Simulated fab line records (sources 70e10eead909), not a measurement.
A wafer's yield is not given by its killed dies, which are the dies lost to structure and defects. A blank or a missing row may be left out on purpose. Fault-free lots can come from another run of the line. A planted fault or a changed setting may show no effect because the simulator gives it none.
Which tool was responsible? -- flow nand-harc -- Sampling: 12 lots, 36 wafers, 4 of 1302 route steps

== WHAT EACH GAUGE READ, for each wafer ==
NHARC_A_BLC_CD_MEAS_10: target cd 100 nm. Usual: cd-nm 99.9 nm, standard deviation 0.77.
lot,measured,on,cd-nm (nm),flag
L567,day 22 19:00,cd-sem-03,98.6 99.3 98.3,
L565,day 23 00:57,cd-sem-02,99.5 100.0 100.0,
L570,day 25 04:14,cd-sem-01,99.6 100.0 99.2,
L568,day 25 12:44,cd-sem-02,100.4 99.4 99.7,
L571,day 25 13:49,cd-sem-03,99.6 100.8 101.3,
L573,day 25 23:43,cd-sem-02,100.0 99.8 98.9,
L574,day 26 14:07,cd-sem-03,101.2 100.0 100.6,
L581,day 29 00:28,cd-sem-01,94.2 94.9 93.1,OFF
L583,day 29 15:34,cd-sem-01,93.8 93.7 93.7,OFF
L585,day 30 08:44,cd-sem-01,100.9 101.4 100.7,
L587,day 31 20:39,cd-sem-02,100.2 99.8 100.3,
L588,day 32 04:37,cd-sem-01,98.4 99.6 100.3,

NHARC_A_BLC_INSPECT_12. Usual: raw-defect-count 82, standard deviation 42.
lot,measured,on,raw-defect-count,flag
L567,day 22 19:07,defect-inspect-01,91 67 61,
L565,day 23 01:05,defect-inspect-02,13 19 21,
L570,day 25 04:22,defect-inspect-02,52 64 67,
L568,day 25 12:51,defect-inspect-02,25 19 36,
L571,day 25 13:56,defect-inspect-01,148 142 170,
L573,day 25 23:50,defect-inspect-01,170 165 143,
L574,day 26 14:16,defect-inspect-01,74 69 75,
L581,day 29 00:35,defect-inspect-02,98 98 116,
L583,day 29 15:41,defect-inspect-02,81 82 84,
L585,day 30 08:51,defect-inspect-01,136 120 130,
L587,day 31 20:47,defect-inspect-01,20 19 18,
L588,day 32 04:44,defect-inspect-01,56 63 64,

== TOOL THAT RAN EACH LOT (tool first, then ch and the chambers of the sampled wafers, then the start) ==
lot,NHARC_A_CONTACT_ETCH_139,NHARC_A_BLC_DEVELOP_09
L567,"har-cap-etch-02 ch 0,1, day 22 14:55","litho-track-06 ch 0, day 22 18:00"
L565,"har-cap-etch-01 ch 0,1, day 22 21:12","litho-track-01 ch 0, day 23 00:00"
L570,"har-cap-etch-03 ch 0,1, day 25 00:29","litho-track-01 ch 0, day 25 04:00"
L568,"har-cap-etch-03 ch 0,1, day 25 09:07","litho-track-06 ch 0, day 25 12:00"
L571,"har-cap-etch-02 ch 0,1, day 25 10:17","litho-track-01 ch 0, day 25 13:00"
L573,"har-cap-etch-02 ch 0,1, day 25 20:11","litho-track-06 ch 0, day 25 23:00"
L574,"har-cap-etch-02 ch 0,1, day 26 10:31","litho-track-01 ch 0, day 26 14:00"
L581,"har-cap-etch-01 ch 0,1, day 28 20:55","litho-track-06 ch 0, day 29 00:00"
L583,"har-cap-etch-02 ch 0,1, day 29 11:35","litho-track-06 ch 0, day 29 15:00"
L585,"har-cap-etch-01 ch 0,1, day 30 05:05","litho-track-01 ch 0, day 30 08:00"
L587,"har-cap-etch-03 ch 0,1, day 31 17:04","litho-track-01 ch 0, day 31 20:00"
L588,"har-cap-etch-02 ch 0,1, day 32 00:59","litho-track-04 ch 0, day 32 04:00"
- NHARC_A_CONTACT_ETCH_139: etches the open film in C4F8/O2/Ar, time 195 s, target depth 840 nm.
- NHARC_A_BLC_DEVELOP_09: develop time 35 s.

== AS READ BY THE TOOLS THEMSELVES (means over the sampled wafers that have a number; for cases with no such wafer, the mark the record gives instead) ==
The record holds no such reading with a usual standard deviation.

== THE ANSWER, worked out from the rows above alone ==
Rule: a lot is off if the mean of its wafers that have a number lies more than 3 standard deviations from the usual mean. A lot without any number at a reading at which 4 lots or more have one is off too. Where the step has rows for the other lots, those lots are counted as sound. First the gauges in route order, then the tools' own readings, where a lot's mean is used as printed above. At the first step where some lot is off, the reading lying furthest off is the one used; lots without a number count as furthest.
Off, at NHARC_A_BLC_CD_MEAS_10 on cd-nm: L581, L583.
If a tool, at a process step before that reading, ran all the lots that are off and no sound lot after the first of them, it fits. Gauges at NHARC_A_BLC_CD_MEAS_10: tried the same way as those tools. One fits: litho-track-06 at NHARC_A_BLC_DEVELOP_09. Its last sound lot is L573 (day 25 23:00), its first lot that is off L581 (day 29 00:00): a fault that began between those two fits.

== WHAT WAS PUT IN BY THE SIMULATOR ==
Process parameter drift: litho-track-06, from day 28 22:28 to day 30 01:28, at NHARC_A_BLC_DEVELOP_09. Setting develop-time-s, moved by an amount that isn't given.
Shown lots that were struck: L581, L583. Same finding as the rule above.
